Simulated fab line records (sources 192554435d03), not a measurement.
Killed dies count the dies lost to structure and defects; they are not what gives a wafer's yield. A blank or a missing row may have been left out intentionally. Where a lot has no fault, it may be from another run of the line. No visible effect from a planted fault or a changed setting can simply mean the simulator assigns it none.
Matching of chambers / flow n5_finfet / cmp-02 running N5_BEOL_M1_CMP_52: 4 sister chambers
The step polishes, stops on SiOC, t overpolish 6.8 s, target thk 40 nm. 4 wafers are shown with their chamber, then 9 later ones without.

== WAFERS, EACH WITH ITS CHAMBER ==
wafer=L078.3; chamber=0; motor_current_A (A)=6.3
wafer=L084.3; chamber=1; motor_current_A (A)=6.2
wafer=L084.5; chamber=2; motor_current_A (A)=4.7
wafer=L084.6; chamber=3; motor_current_A (A)=5.8

== WAFERS WHOSE CHAMBER IS MISSING ==
wafer=L086.3; motor_current_A (A)=5.8
wafer=L086.4; motor_current_A (A)=6.5
wafer=L086.5; motor_current_A (A)=6.6
wafer=L088.1; motor_current_A (A)=5.2
wafer=L088.2; motor_current_A (A)=6.7
wafer=L088.5; motor_current_A (A)=4.7
wafer=L097.2; motor_current_A (A)=6.5
wafer=L097.4; motor_current_A (A)=6.3
wafer=L097.5; motor_current_A (A)=6.4

== EACH ONE'S CHAMBER ==
wafer=L086.3; from the rows above=can't be placed: 3 or 1 or 0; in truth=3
wafer=L086.4; from the rows above=can't be placed: 0 or 1 or 3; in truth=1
wafer=L086.5; from the rows above=can't be placed: 0 or 1 or 3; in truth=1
wafer=L088.1; from the rows above=can't be placed: 2 or 3 or 1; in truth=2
wafer=L088.2; from the rows above=can't be placed: 0 or 1 or 3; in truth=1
wafer=L088.5; from the rows above=2; in truth=2
wafer=L097.2; from the rows above=can't be placed: 0 or 1 or 3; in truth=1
wafer=L097.4; from the rows above=can't be placed: 0 or 1 or 3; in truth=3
wafer=L097.5; from the rows above=can't be placed: 0 or 1 or 3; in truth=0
Correct placement for 1 of the 9. Unplaceable from these rows: 8, with the true chamber sitting among the candidates in 8. Placed wrongly: 0.
How it was worked out, from the rows above alone: a wafer's distance from a chamber is the root of the sum, over the readings, of the square of ((its reading less the chamber's mean) divided by the reading's scatter). The wafer belongs to the nearest chamber; if the next one is less than 2 further off, it can't be placed. For every chamber, the mean is computed from those of its wafers that are shown. The scatter: root of mean squared gap, hidden wafer to nearest shown wafer, with one shown wafer a chamber.
